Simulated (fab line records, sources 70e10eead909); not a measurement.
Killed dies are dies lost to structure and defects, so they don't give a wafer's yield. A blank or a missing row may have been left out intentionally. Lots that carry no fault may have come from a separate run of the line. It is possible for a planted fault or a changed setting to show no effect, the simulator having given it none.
Which tool did it? -- flow nand_harc -- 13 lots, 37 wafers sampled, at 5 steps of a route of 1302

== WHAT EACH GAUGE READ, for each wafer ==
NHARC_A_CONTACT_INSPECT_44. Usual: raw_defect_count 80, standard deviation 38.
lot,measured,on,raw_defect_count,flag
L877,day 21 14:28,defect_inspect-02,21 11 21,
L880,day 22 11:31,defect_inspect-01,110 114 105,
L881,day 22 19:56,defect_inspect-01,68 62,
L882,day 23 03:13,defect_inspect-02,126 135,
L883,day 23 22:23,defect_inspect-02,54 61 68,
L890,day 26 17:29,defect_inspect-01,80 90 69,
L892,day 27 06:01,defect_inspect-02,65 105 94,
L891,day 27 15:34,defect_inspect-01,151 140 159,
L894,day 28 03:59,defect_inspect-01,73 78 88,
L893,day 28 14:13,defect_inspect-02,93 108 110,
L895,day 29 00:57,defect_inspect-02,61 66 67,
L898,day 29 14:31,defect_inspect-02,32 35 30,
L896,day 29 20:44,defect_inspect-02,73 93 61,

NHARC_END_SORT_01. Usual: killed_at_array 46, standard deviation 15; killed_at_other 0.8, standard deviation 1.1; killed_at_periphery 4.0, standard deviation 2.9; killed_dies 50, standard deviation 15; killed_open 3.2, standard deviation 1.8; killed_short 2.3, standard deviation 1.6.
lot,measured,on,killed_at_array,killed_at_other,killed_at_periphery,killed_dies,killed_open,killed_short,flag
L881,day 25 20:20,prober-01,37 36,3 2,3 5,43 43,5 1,0 2,
L892,day 30 11:53,prober-02,36 55 59,0 1 1,2 0 4,38 56 64,5 3 3,5 0 2,
L891,day 30 17:22,prober-01,68 86 81,0 1 0,3 0 5,71 87 86,0 4 3,6 3 2,
L894,day 31 01:12,prober-02,40 43 52,0 2 0,8 4 4,48 49 56,3 0 4,2 3 5,
L893,day 31 21:11,prober-01,59 60 63,0 0 1,3 1 4,62 61 68,3 1 2,4 3 2,
L895,day 32 20:59,prober-02,44 47 45,0 1 0,2 3 2,46 51 47,3 2 6,1 2 4,
L896,day 33 01:45,prober-01,56 62 43,1 1 0,2 4 4,59 67 47,3 4 2,4 2 2,

== TOOL THAT RAN EACH LOT (tool first, then ch and the chambers of the sampled wafers, then the start) ==
lot,NHARC_A_CONTACT_ETCH_49,NHARC_A_CONTACT_ETCH_113,NHARC_A_CONTACT_ETCH_114
L877,"rie_diel-03 ch 2,3, day 21 14:47","har_cap_etch-03 ch 0,1, day 21 17:04","har_cap_etch-03 ch 0,1, day 21 17:14"
L880,"rie_diel-03 ch 0,1,2, day 22 11:52","har_cap_etch-03 ch 0,1, day 22 14:07","har_cap_etch-03 ch 0,1, day 22 14:17"
L881,"rie_diel-03 ch 2,3, day 22 20:19","har_cap_etch-02 ch 0,1, day 22 22:17","har_cap_etch-02 ch 0,1, day 22 22:28"
L882,"rie_diel-03 ch 0,1, day 23 03:35","har_cap_etch-02 ch 0,1, day 23 05:37","har_cap_etch-02 ch 0,1, day 23 05:47"
L883,"rie_diel-03 ch 0,1,3, day 23 22:39","har_cap_etch-02 ch 0,1, day 24 00:38","har_cap_etch-02 ch 0,1, day 24 00:48"
L890,"rie_diel-03 ch 0,3, day 26 17:45","har_cap_etch-03 ch 0,1, day 26 19:56","har_cap_etch-03 ch 0,1, day 26 20:07"
L892,"rie_diel-03 ch 0,1,3, day 27 06:53","har_cap_etch-02 ch 0,1, day 27 08:55","har_cap_etch-02 ch 0,1, day 27 09:05"
L891,"rie_diel-01 ch 1,2,3, day 27 15:50","har_cap_etch-01 ch 0,1, day 27 17:58","har_cap_etch-01 ch 0,1, day 27 18:09"
L894,"rie_diel-03 ch 1,2, day 28 04:16","har_cap_etch-03 ch 0,1, day 28 06:16","har_cap_etch-03 ch 0,1, day 28 06:26"
L893,"rie_diel-10 ch 0,1,3, day 28 14:41","har_cap_etch-02 ch 0, day 28 17:03","har_cap_etch-02 ch 0, day 28 17:13"
L895,"rie_diel-01 ch 0,1,3, day 29 01:11","har_cap_etch-01 ch 0,1, day 29 03:13","har_cap_etch-01 ch 0,1, day 29 03:23"
L898,"rie_diel-03 ch 1,2,3, day 29 14:50","har_cap_etch-03 ch 0,1, day 29 16:48","har_cap_etch-03 ch 0,1, day 29 16:58"
L896,"rie_diel-03 ch 0,1, day 29 21:05","har_cap_etch-01 ch 0,1, day 29 23:43","har_cap_etch-01 ch 0,1, day 29 23:53"
- NHARC_A_CONTACT_ETCH_49: etches the open film in N2/H2, target depth 260 nm, time 475.3 s.
- NHARC_A_CONTACT_ETCH_113: etches the open film in C4F8/O2/Ar, time 190 s, target depth 1850 nm.
- NHARC_A_CONTACT_ETCH_114: etches the open film in C4F8/O2/Ar, time 190 s, target depth 1850 nm.

== WHAT THE TOOLS THEMSELVES READ (means of the sampled wafers that have a number; where no wafer has one, the mark that the record gives instead) ==
NHARC_A_CONTACT_ETCH_49. Usual: chamber_pressure_mTorr 30.00 mTorr, standard deviation 0.031; drypump_motor_current_A 5.9 A, standard deviation 0.34; oes_product_au 1.000 a.u., standard deviation 0.0077; rf_vpp_V 430 V, standard deviation 3.1; showerhead_plenum_p_Torr 2.03 Torr, standard deviation 0.11; throttle_valve_pct 14.170 %, standard deviation 0.0097.
lot,tool,chamber_pressure_mTorr (mTorr),drypump_motor_current_A (A),oes_product_au (a.u.),rf_vpp_V (V),showerhead_plenum_p_Torr (Torr),throttle_valve_pct (%),flag
L877,rie_diel-03,30.03,6.0,0.985,428,1.98,14.170,
L880,rie_diel-03,30.00,6.0,0.998,429,1.99,14.172,
L881,rie_diel-03,30.02,6.0,0.990,430,2.02,14.163,
L882,rie_diel-03,30.01,6.0,0.994,430,2.04,14.178,
L883,rie_diel-03,29.99,6.1,0.993,432,2.07,14.167,
L890,rie_diel-03,29.99,5.9,1.000,429,1.98,14.180,
L892,rie_diel-03,30.00,6.1,1.005,431,2.06,14.166,
L891,rie_diel-01,30.04,5.8,1.007,431,2.08,14.171,
L894,rie_diel-03,30.00,6.2,1.001,431,2.06,14.164,
L893,rie_diel-10,30.02,5.8,1.004,430,2.01,14.167,
L895,rie_diel-01,30.01,5.8,1.005,432,2.08,14.174,
L898,rie_diel-03,30.00,6.2,1.000,431,2.06,14.174,
L896,rie_diel-03,29.99,6.0,1.001,429,1.98,14.165,

NHARC_A_CONTACT_ETCH_113. Usual: chamber_pressure_mTorr 19.999 mTorr, standard deviation 0.017.
lot,tool,chamber_pressure_mTorr (mTorr),flag
L877,har_cap_etch-03,20.005,
L880,har_cap_etch-03,19.999,
L881,har_cap_etch-02,19.989,
L882,har_cap_etch-02,20.006,
L883,har_cap_etch-02,20.013,
L890,har_cap_etch-03,19.995,
L892,har_cap_etch-02,19.991,
L891,har_cap_etch-01,20.000,
L894,har_cap_etch-03,19.999,
L893,har_cap_etch-02,19.986,
L895,har_cap_etch-01,20.018,
L898,har_cap_etch-03,19.993,
L896,har_cap_etch-01,20.014,

NHARC_A_CONTACT_ETCH_114. Usual: chamber_pressure_mTorr 19.999 mTorr, standard deviation 0.018.
lot,tool,chamber_pressure_mTorr (mTorr),flag
L877,har_cap_etch-03,20.003,
L880,har_cap_etch-03,20.002,
L881,har_cap_etch-02,19.987,
L882,har_cap_etch-02,20.003,
L883,har_cap_etch-02,19.994,
L890,har_cap_etch-03,20.005,
L892,har_cap_etch-02,20.000,
L891,har_cap_etch-01,20.004,
L894,har_cap_etch-03,20.012,
L893,har_cap_etch-02,19.994,
L895,har_cap_etch-01,20.002,
L898,har_cap_etch-03,20.008,
L896,har_cap_etch-01,20.002,

== THE ANSWER, worked out from the rows above alone ==
Rule: a lot is off if the mean of its wafers that have a number lies more than 3 standard deviations from the usual mean. A lot without any number at a reading at which 4 lots or more have one is off too. All remaining lots with rows at the step are treated as sound. The gauges are gone through in route order, then the tools' own readings, and for those a lot's mean is taken as printed above. The first step at which some lot is off is used, and at that step the reading that is off furthest; a lot without a number counts as furthest.
Nothing can be told from this: no lot is off at any reading shown.

== WHAT THE SIMULATOR PUT IN ==
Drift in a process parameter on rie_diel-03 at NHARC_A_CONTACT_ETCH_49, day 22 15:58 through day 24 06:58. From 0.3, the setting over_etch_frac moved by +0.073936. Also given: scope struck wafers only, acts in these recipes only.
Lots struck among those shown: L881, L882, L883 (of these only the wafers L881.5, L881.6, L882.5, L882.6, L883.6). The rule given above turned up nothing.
